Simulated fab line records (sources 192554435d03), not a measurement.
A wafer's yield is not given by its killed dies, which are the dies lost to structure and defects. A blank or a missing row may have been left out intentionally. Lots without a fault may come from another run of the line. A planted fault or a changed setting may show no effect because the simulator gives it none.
Struck lot and sound lot, side by side | flow n5_finfet | 15 steps out of a route of 1938
Sound: wafers L586.1, L586.2, L586.5. Struck: wafer L590.2. (L590.1, L590.5 of the same lot were not struck and are left out.) The cause comes at the end.
Order at every step that has rows: each side's tool, ch and its chambers, its first start. Under that, the readings that differ: sound wafers | struck wafers | difference of the means | sigmas: that difference in standard deviations of wafers without a fault.
alike: readings whose means differ by less than 2 such deviations, and words and numbers that are the same on both sides. not compared: withheld readings, readings that some wafer has no value for, bounds like >300 that may hide the same value, and numbers for which the record gives no deviation and whose values overlap.
Wherever a step has rows on one side only, a row that says differs or no value, or a row with sigmas, the two part there. Numbers that don't overlap but have no deviation are shown without sigmas and don't part them. A reading missing from all wafers of one side parts the sides only when that side holds two or more wafers.

first, 2 steps without rows for these wafers: N5_BEOL_M2_PEB_09 (peb time 60 s); N5_BEOL_M2_DEVELOP_10 (develop time 30 s).
N5_BEOL_M2_CD_MEAS_11 targets a cd of 16.79 nm.
  sound on cd_sem-02 ch 0, day 7 09:50; struck on cd_sem-03 ch 0, day 8 00:20
  alike: cd_nm
N5_BEOL_M2_OVL_MEAS_12:
  sound on overlay-02 ch 0, day 7 09:52; struck on overlay-02 ch 0, day 8 00:22
  alike: M2_OVL
N5_BEOL_M2_INSPECT_13: inspects for defects (brightfield).
  sound on defect_inspect-02, day 7 09:56; struck on defect_inspect-01, day 8 00:25
  reading          | sound       | struck | difference | sigmas
  raw_defect_count | 323 358 243 | 574    | +266       | +2
then, 1 step without rows for these wafers: N5_BEOL_M2_DESCUM_16 (chemistry O2, time 7 s).
N5_BEOL_M2_ETCH_74: etches underlayer in N2/H2, target depth 6.5 nm, time 5.2 s.
  sound on rie_diel-04 ch 0,1,2, day 7 09:59; struck on rie_diel-04 ch 0, day 8 00:29
  alike: drypump_motor_current_A, etch_rf_on_time_s, h2_flow_sccm, oes_product_au, rf_vpp_V, showerhead_plenum_p_Torr, throttle_valve_pct
  not compared: rf_hours_counter_h
N5_BEOL_M2_ETCH_63: etches SiARC in CF4, target depth 15.6 nm, time 26 s.
  sound on rie_diel-04 ch 0,1,2, day 7 10:01; struck on rie_diel-04 ch 0, day 8 00:31
  alike: cf4_flow_sccm, drypump_motor_current_A, etch_rf_on_time_s, oes_product_au, rf_vpp_V, showerhead_plenum_p_Torr, throttle_valve_pct
  not compared: rf_hours_counter_h
N5_BEOL_M2_ETCH_64: etches SOC in N2/H2, target depth 75 nm, overetch 22.5 nm, time 121.9 s.
  sound on rie_diel-04 ch 0,1,2, day 7 10:02; struck on rie_diel-04 ch 0, day 8 00:32
  alike: drypump_motor_current_A, h2_flow_sccm, oes_product_au, rf_vpp_V, showerhead_plenum_p_Torr, throttle_valve_pct
  not compared: rf_hours_counter_h
then, 2 steps without rows for these wafers: N5_BEOL_M2_STRIP_65 (strips in N2/H2); N5_BEOL_M2_STRIP_75 (strips in N2/H2).
N5_BEOL_M2_STRIP_66: strips in CF4.
  sound on rie_diel-04 ch 0,1,2, day 7 10:10; struck on rie_diel-04 ch 0, day 8 00:40
  alike: cf4_flow_sccm, drypump_motor_current_A, oes_product_au, rf_vpp_V, showerhead_plenum_p_Torr, throttle_valve_pct
  not compared: rf_hours_counter_h
N5_BEOL_M2_HM_OPEN_17: chemistry Cl2/BCl3, target TiN, target depth 20 nm, overetch 6 nm.
  sound on rie_metal-02 ch 0,1, day 7 10:13; struck on rie_metal-03 ch 1, day 8 00:43
  reading                                  | sound          | struck | difference | sigmas
  oes_product_au (a.u.)                    | 0.60 0.79 0.78 | 0.54   | -0.18      | -2
  model.SOC_of_BEOL_M2_COAT_61.thk_nm (nm) | 52.6 52.2 52.2 | 49     | -3         |
  model.BEOL_M2.cd_offset_nm (nm)          | -0.2 0 0.2     | 0.6    | +0.6       |
  alike: bcl3_flow_sccm, drypump_motor_current_A, throttle_valve_pct
  not compared: rf_hours_counter_h
N5_BEOL_M2_STRIP_19: strips in O2.
  sound on rie_diel-04 ch 0,2, day 7 10:23; struck on rie_diel-05 ch 3, day 8 00:49
  reading                         | sound          | struck | difference | sigmas
  showerhead_plenum_p_Torr (Torr) | 1.98 2.06 1.98 | 2.21   | +0.20      | +2
  alike: drypump_motor_current_A, oes_product_au, rf_vpp_V, throttle_valve_pct
  not compared: rf_hours_counter_h
N5_BEOL_M4_RC_MEAS_101:
  sound on prober-02 ch 0, day 9 00:00; struck on prober-02 ch 0, day 9 05:20
  alike: DIBL_N, DIBL_P, IOFF_N, IOFF_P, ION_N, ION_P, SS_N, SS_P, VT_N, VT_P

== WHERE THEY PART ==
At N5_BEOL_M2_INSPECT_13 first; at N5_BEOL_M2_STRIP_19 last (within this record only). Later steps at which nothing parts them and some readings are alike: N5_BEOL_M4_RC_MEAS_101.

WHY: the cause the simulator had injected
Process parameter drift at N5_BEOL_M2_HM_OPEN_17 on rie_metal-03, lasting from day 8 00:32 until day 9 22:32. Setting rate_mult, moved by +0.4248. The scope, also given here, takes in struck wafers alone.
